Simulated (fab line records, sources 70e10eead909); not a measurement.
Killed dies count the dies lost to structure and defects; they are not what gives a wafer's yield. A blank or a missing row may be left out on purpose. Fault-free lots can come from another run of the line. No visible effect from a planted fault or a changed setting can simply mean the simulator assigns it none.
Which tool was responsible?    flow nand harc    10 lots, 28 wafers sampled, at 6 steps of a route of 1159

## WHAT THE GAUGES READ, wafer by wafer
NHARC_END_SORT_01. Usual: killed at array 24, standard deviation 7.4; killed at other 0.5, standard deviation 0.81; killed at periphery 3.4, standard deviation 2.3; killed dies 28, standard deviation 8; killed open 3.4, standard deviation 1.8; killed short 2.0, standard deviation 1.4.
lot   measured      on         killed at array  killed at other  killed at periphery  killed dies  killed open  killed short  flag
L370  day 19 19:28  prober-02  25 20 32         0 0 0            3 5 4                28 25 36     3 5 7        2 2 1         
L375  day 20 09:31  prober-02  23 32 25         0 0 0            6 4 4                29 36 29     8 5 3        2 3 2         
L373  day 20 03:19  prober-01  20 18 20         0 1 1            0 0 1                20 19 22     3 4 2        2 0 1         
L378  day 21 09:03  prober-02  24 19 23         0 0 1            1 0 0                25 19 24     3 3 4        2 1 1         
L377  day 21 09:03  prober-01  27 32 39         0 2 1            1 1 1                28 35 41     3 0 2        1 1 3         
L382  day 22 13:58  prober-01  24               0                7                    31           5            2             
L387  day 24 03:47  prober-02  15 26 32         1 3 0            6 3 6                22 32 38     2 3 3        2 2 1         
L389  day 24 09:38  prober-01  22 19 21         0 1 0            4 3 3                26 23 24     4 7 2        0 1 2         
L390  day 24 19:04  prober-01  25 32 28         0 0 0            5 9 2                30 41 30     4 6 3        2 3 2         
L392  day 25 03:26  prober-02  28 34 39         0 0 0            1 5 3                29 39 42     1 2 4        4 6 6         

## WHAT TOOL EACH LOT RAN ON (gives the tool, then ch and the chambers of the sampled wafers, and finally the start)
lot   NHARC_A_CHANNEL_HOLE_D1_ETCH_39                NHARC_A_CHANNEL_HOLE_D1_ETCH_34                NHARC_A_CHANNEL_HOLE_D1_ETCH_20   NHARC_A_CHANNEL_HOLE_D1_ETCH_23   NHARC_A_CHANNEL_HOLE_D1_XSEM_31
L370  rie diel-09 ch 1,2, day 8 22:07 or earlier     rie diel-09 ch 0,2, day 8 22:07 or earlier     har etch-01 ch 0,1, day 8 22:07   har etch-01 ch 0,1, day 8 23:35   xsem-01 ch 0, day 9 03:32
L375  rie diel-05 ch 0,1,2, day 9 07:29 or earlier   rie diel-05 ch 0,1, day 9 07:29 or earlier     har etch-01 ch 0,1, day 9 07:29   har etch-01 ch 0,1, day 9 08:53   xsem-01 ch 0, day 9 12:57
L373  rie diel-13 ch 0,1,3, day 9 11:43 or earlier   rie diel-13 ch 0,1,3, day 9 11:43 or earlier   har etch-01 ch 0,1, day 9 11:43   har etch-01 ch 0,1, day 9 13:10   xsem-01 ch 0, day 9 17:07
L378  rie diel-09 ch 0,1,3, day 10 07:55 or earlier  rie diel-09 ch 1,2,3, day 10 07:55 or earlier  har etch-02 ch 0,1, day 10 07:55  har etch-02 ch 0,1, day 10 09:14  xsem-02 ch 0, day 10 13:24
L377  rie diel-13 ch 1,3, day 10 12:40 or earlier    rie diel-13 ch 0,2, day 10 12:40 or earlier    har etch-01 ch 0,1, day 10 12:40  har etch-01 ch 0,1, day 10 14:04  xsem-01 ch 0, day 10 18:07
L382  rie diel-05 ch 0, day 11 11:47 or earlier      rie diel-05 ch 2, day 11 11:47 or earlier      har etch-01 ch 1, day 11 11:47    har etch-01 ch 1, day 11 13:06    xsem-01 ch 0, day 11 17:28
L387  rie diel-05 ch 1,2,3, day 12 17:49 or earlier  rie diel-05 ch 0,2,3, day 12 17:49 or earlier  har etch-02 ch 0,1, day 12 17:49  har etch-02 ch 0,1, day 12 19:11  xsem-01 ch 0, day 12 23:13
L389  rie diel-09 ch 1,2, day 13 05:22 or earlier    rie diel-09 ch 0,2, day 13 05:22 or earlier    har etch-02 ch 0,1, day 13 05:22  har etch-02 ch 0,1, day 13 06:46  xsem-02 ch 0, day 13 10:50
L390  rie diel-09 ch 0,1,2, day 13 10:40 or earlier  rie diel-09 ch 1,2, day 13 10:40 or earlier    har etch-02 ch 0,1, day 13 10:40  har etch-02 ch 0,1, day 13 12:07  xsem-01 ch 0, day 13 16:05
L392  rie diel-05 ch 1,3, day 14 07:31 or earlier    rie diel-05 ch 0,2,3, day 14 07:31 or earlier  har etch-02 ch 0,1, day 14 07:31  har etch-02 ch 0,1, day 14 08:53  xsem-01 ch 0, day 14 12:59
- NHARC_A_CHANNEL_HOLE_D1_ETCH_39: etches the open film in N2/H2, target depth 260 nm, time 325 s.
- NHARC_A_CHANNEL_HOLE_D1_ETCH_34: etches the open film in CF4/CHF3, target depth 154 nm, time 77 s.
- NHARC_A_CHANNEL_HOLE_D1_ETCH_20: etches the open film in C4F8/O2/Ar, time 361.9 s, target depth 1600 nm.
- NHARC_A_CHANNEL_HOLE_D1_ETCH_23: etches the open film in C4F8/O2/Ar, time 819 s, target depth 1600 nm.
- NHARC_A_CHANNEL_HOLE_D1_XSEM_31

## AS READ BY THE TOOLS THEMSELVES (means over the sampled wafers that have a number; for cases with no such wafer, the mark the record gives instead)
NHARC_A_CHANNEL_HOLE_D1_ETCH_39. Usual: value, then standard deviation, for each; drypump motor current A 5.6 A / 0.59; mfc ar sccm 0.011 sccm / 0.012; oes product au 1.001 a.u. / 0.0079; rf fwd power W 399.2 W / 1.2; rf vpp V 431.3 V / 2; showerhead plenum p Torr 2.06 Torr / 0.072; throttle valve pct 14.172 % / 0.0086.
lot   tool         drypump motor current A (A)  mfc ar sccm (sccm)  oes product au (a.u.)  rf fwd power W (W)  rf vpp V (V)  showerhead plenum p Torr (Torr)  throttle valve pct (%)  flag
L370  rie diel-09  5.7                          0.019               0.995                  399.4               428.8         1.97                             14.169                  
L375  rie diel-05  6.0                          0.008               1.015                  399.1               431.3         2.09                             14.165                  
L373  rie diel-13  6.0                          0.004               0.999                  399.3               431.2         2.07                             14.172                  
L378  rie diel-09  5.2                          0.018               1.005                  398.7               430.9         2.08                             14.172                  
L377  rie diel-13  6.6                          0.000               1.004                  398.7               432.6         2.12                             14.176                  
L382  rie diel-05  6.1                          0.022               1.003                  399.7               431.9         2.06                             14.170                  
L387  rie diel-05  5.7                          0.010               0.999                  399.9               432.2         2.09                             14.171                  
L389  rie diel-09  5.5                          0.010               1.001                  398.8               428.6         1.96                             14.180                  
L390  rie diel-09  5.4                          0.018               0.987                  399.1               430.2         2.04                             14.165                  
L392  rie diel-05  5.7                          0.020               1.009                  399.8               432.2         2.07                             14.168                  

NHARC_A_CHANNEL_HOLE_D1_ETCH_34. Usual: value, then standard deviation, for each; drypump motor current A 5.6 A / 0.6; mfc ar sccm 0.011 sccm / 0.012; oes product au 0.951 a.u. / 0.023; rf fwd power W 496.4 W / 2; rf vpp V 371.2 V / 1.9; showerhead plenum p Torr 1.59 Torr / 0.05; throttle valve pct 16.803 % / 0.0093.
lot   tool         drypump motor current A (A)  mfc ar sccm (sccm)  oes product au (a.u.)  rf fwd power W (W)  rf vpp V (V)  showerhead plenum p Torr (Torr)  throttle valve pct (%)  flag
L370  rie diel-09  5.3                          0.008               0.964                  495.9               371.2         1.57                             16.801                  
L375  rie diel-05  6.1                          0.015               0.929                  496.7               370.8         1.59                             16.815                  
L373  rie diel-13  6.0                          0.004               0.947                  496.3               370.7         1.59                             16.801                  
L378  rie diel-09  5.3                          0.010               0.938                  493.3               369.2         1.55                             16.808                  
L377  rie diel-13  4.9                          0.011               0.933                  495.8               370.0         1.56                             16.810                  
L382  rie diel-05  5.6                          0.000               0.968                  499.9               372.4         1.65                             16.805                  
L387  rie diel-05  5.7                          0.017               0.926                  497.5               371.5         1.61                             16.802                  
L389  rie diel-09  5.3                          0.008               0.963                  494.9               371.4         1.57                             16.790                  
L390  rie diel-09  5.5                          0.010               0.984                  495.8               368.8         1.52                             16.799                  
L392  rie diel-05  5.7                          0.017               0.930                  496.6               372.1         1.61                             16.804                  

NHARC_A_CHANNEL_HOLE_D1_ETCH_20. Usual: drypump motor current A 5.8 A, standard deviation 0.38; mfc ar sccm 374.9 sccm, standard deviation 1.3; showerhead plenum p Torr 3.62 Torr, standard deviation 0.11; throttle valve pct 32.154 %, standard deviation 0.0092.
lot   tool         drypump motor current A (A)  mfc ar sccm (sccm)  showerhead plenum p Torr (Torr)  throttle valve pct (%)  flag
L370  har etch-01  5.4                          375.6               3.68                             32.147                  
L375  har etch-01  5.3                          373.9               3.68                             32.153                  
L373  har etch-01  5.3                          374.8               3.68                             32.158                  
L378  har etch-02  5.9                          374.8               3.55                             32.154                  
L377  har etch-01  5.5                          374.7               3.74                             32.164                  
L382  har etch-01  5.2                          377.0               3.60                             32.150                  
L387  har etch-02  6.1                          375.5               3.54                             32.156                  
L389  har etch-02  6.0                          374.0               3.54                             32.156                  
L390  har etch-02  6.1                          375.9               3.53                             32.161                  
L392  har etch-02  6.1                          375.8               3.53                             32.160                  

NHARC_A_CHANNEL_HOLE_D1_ETCH_23. Usual: drypump motor current A 5.8 A, standard deviation 0.38; mfc ar sccm 375.1 sccm, standard deviation 1.1; showerhead plenum p Torr 3.62 Torr, standard deviation 0.11; throttle valve pct 32.156 %, standard deviation 0.0094.
lot   tool         drypump motor current A (A)  mfc ar sccm (sccm)  showerhead plenum p Torr (Torr)  throttle valve pct (%)  flag
L370  har etch-01  5.4                          374.2               3.68                             32.155                  
L375  har etch-01  5.4                          375.7               3.68                             32.162                  
L373  har etch-01  5.3                          375.7               3.68                             32.162                  
L378  har etch-02  6.0                          375.1               3.55                             32.154                  
L377  har etch-01  5.5                          374.2               3.74                             32.159                  
L382  har etch-01  5.2                          376.0               3.60                             32.162                  
L387  har etch-02  6.1                          374.7               3.54                             32.164                  
L389  har etch-02  5.9                          374.8               3.54                             32.153                  
L390  har etch-02  6.1                          375.0               3.53                             32.152                  
L392  har etch-02  6.1                          375.8               3.53                             32.152                  

NHARC_A_CHANNEL_HOLE_D1_XSEM_31. Usual: bot cd nm 74.8 nm, standard deviation 1; bow nm 8.63 nm, standard deviation 0.26; tilt deg 0.07 degrees, standard deviation 0.044.
lot   tool     bot cd nm (nm)  bow nm (nm)  tilt deg (degrees)  flag
L370  xsem-01  75.3            8.50         0.01                
L375  xsem-01  76.3            8.60         0.14                
L373  xsem-01  74.0            8.40         0.02                
L378  xsem-02  76.1            8.58         0.11                
L377  xsem-01  75.7            8.50         0.07                
L382  xsem-01  73.3            8.96         0.06                
L387  xsem-01  73.7            8.56         0.13                
L389  xsem-02  74.6            8.37         0.13                
L390  xsem-01  74.3            8.88         0.06                
L392  xsem-01  75.2            8.72         -0.01               

## THE ANSWER, worked out from the rows above alone
Rule: take the mean of a lot's wafers that have a number; if it is more than 3 standard deviations from the usual mean, the lot is off. Also off: a lot with no number at a reading for which 4 or more lots have one. Any other lot the step has rows for is counted as sound. Order of review: gauges by route order, followed by the tools' own readings, for which a lot's mean as printed above is used. The first step at which some lot is off is used, and at that step the reading that is off furthest; a lot without a number counts as furthest.
Nothing can be told from this: no lot is off at any reading shown.

## WHAT HAD BEEN PUT IN BY THE SIMULATOR
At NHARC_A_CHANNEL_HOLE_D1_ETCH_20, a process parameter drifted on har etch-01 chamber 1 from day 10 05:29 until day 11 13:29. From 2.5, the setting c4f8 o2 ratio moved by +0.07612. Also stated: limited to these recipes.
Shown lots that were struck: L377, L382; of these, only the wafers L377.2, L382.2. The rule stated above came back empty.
